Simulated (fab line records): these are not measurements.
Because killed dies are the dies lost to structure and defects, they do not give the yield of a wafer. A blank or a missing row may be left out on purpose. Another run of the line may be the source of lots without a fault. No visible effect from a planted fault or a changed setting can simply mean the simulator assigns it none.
Split-lot study -- flow n5Finfet -- 39 wafers read from 7 lots, route of 1938 steps

## THE SPLIT ITSELF
At N5_WELL_APT_IMPLANT_14, the setting energyKev was moved away from the recipe's 160 on 12 of the 39 wafers read, by -7.8% to +10.7%. All remaining wafers had this setting at the recipe value.

The reading comes from the split's own step.

## THE READING
The simulator's own value implant.drpNm, read by no gauge, in nm at N5_WELL_APT_IMPLANT_14. There is no usual value for it anywhere in the file.

wafer,"tool, chamber at the split",energyKev as run,against the recipe,"implant.drpNm, nm",against lot-mates on the recipe
L075.1,"implanter-02, 0",160,recipe,65.9,-
L075.2,"implanter-02, 0",160,recipe,65.9,-
L075.3,"implanter-02, 0",160,recipe,65.9,-
L075.4,"implanter-02, 0",160,recipe,65.9,-
L075.5,"implanter-02, 0",160,recipe,65.9,-
L075.6,"implanter-02, 0",160,recipe,65.9,-
L081.1,"implanter-01, 0",177.2,+10.7%,71.08,+5.18
L081.3,"implanter-01, 0",177.2,+10.7%,71.08,+5.18
L081.5,"implanter-01, 0",177.2,+10.7%,71.08,+5.18
L081.2,"implanter-01, 0",160,recipe,65.9,-
L081.4,"implanter-01, 0",160,recipe,65.9,-
L081.6,"implanter-01, 0",160,recipe,65.9,-
L082.1,"implanter-02, 0",176.4,+10.3%,70.84,+4.94
L082.4,"implanter-02, 0",176.4,+10.3%,70.84,+4.94
L082.5,"implanter-02, 0",176.4,+10.3%,70.84,+4.94
L082.2,"implanter-02, 0",160,recipe,65.9,-
L082.3,"implanter-02, 0",160,recipe,65.9,-
L082.6,"implanter-02, 0",160,recipe,65.9,-
L083.1,"implanter-01, 0",160,recipe,65.9,-
L083.2,"implanter-01, 0",160,recipe,65.9,-
L083.5,"implanter-01, 0",160,recipe,65.9,-
L083.3,"implanter-01, 0",147.6,-7.8%,62.02,-3.88
L083.4,"implanter-01, 0",147.6,-7.8%,62.02,-3.88
L083.6,"implanter-01, 0",147.6,-7.8%,62.02,-3.88
L087.2,"implanter-01, 0",160,recipe,65.9,-
L087.3,"implanter-01, 0",160,recipe,65.9,-
L087.4,"implanter-01, 0",160,recipe,65.9,-
L088.1,"implanter-02, 0",160,recipe,65.9,-
L088.2,"implanter-02, 0",160,recipe,65.9,-
L088.3,"implanter-02, 0",160,recipe,65.9,-
L088.4,"implanter-02, 0",160,recipe,65.9,-
L088.5,"implanter-02, 0",160,recipe,65.9,-
L088.6,"implanter-02, 0",160,recipe,65.9,-
L090.1,"implanter-02, 0",165,+3.1%,67.41,+1.51
L090.3,"implanter-02, 0",165,+3.1%,67.41,+1.51
L090.6,"implanter-02, 0",165,+3.1%,67.41,+1.51
L090.2,"implanter-02, 0",160,recipe,65.9,-
L090.4,"implanter-02, 0",160,recipe,65.9,-
L090.5,"implanter-02, 0",160,recipe,65.9,-

FIT RESULTS
A straight line over all 39 wafers: implant.drpNm changes by +0.487 nm for each +1% of energyKev; r = +1.00; the points scatter about the line by 0.033 nm.
The same after taking each lot's own level away (the mean of its wafers on the recipe; 39 wafers): +0.487 nm for each +1%; r = +1.00; scatter 0.033 nm.
The reading moves by 5.2 nm for the largest change in energyKev, on that fit.
The lots' own levels span 65.900 to 65.900 nm.
The two slopes are in agreement: the lot-to-lot level therefore moves the slope only a little.
Check: for one of the wafers moved furthest among these (+10.7%), held out of the fit, the line's prediction against its lot-mates is +5.22 nm. It came out at +5.18 nm against them.

## THE WHOLE CHAIN: every reading that the file lists as answering this split, in the file's order
step,what it does,reading,change (the file's fit),r (the file's)
N5_WELL_APT_IMPLANT_14,,"implant.rpNm (the simulator's own value, which no gauge read)",+2.03 nm for each +1% of the setting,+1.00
N5_WELL_APT_IMPLANT_14,,"implant.drpNm (the simulator's own value, which no gauge read)",+0.485 nm for each +1% of the setting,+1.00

## THE FILE'S OWN FIT
implant.drpNm changes by +0.485 nm for each +1% of energyKev, r = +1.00.
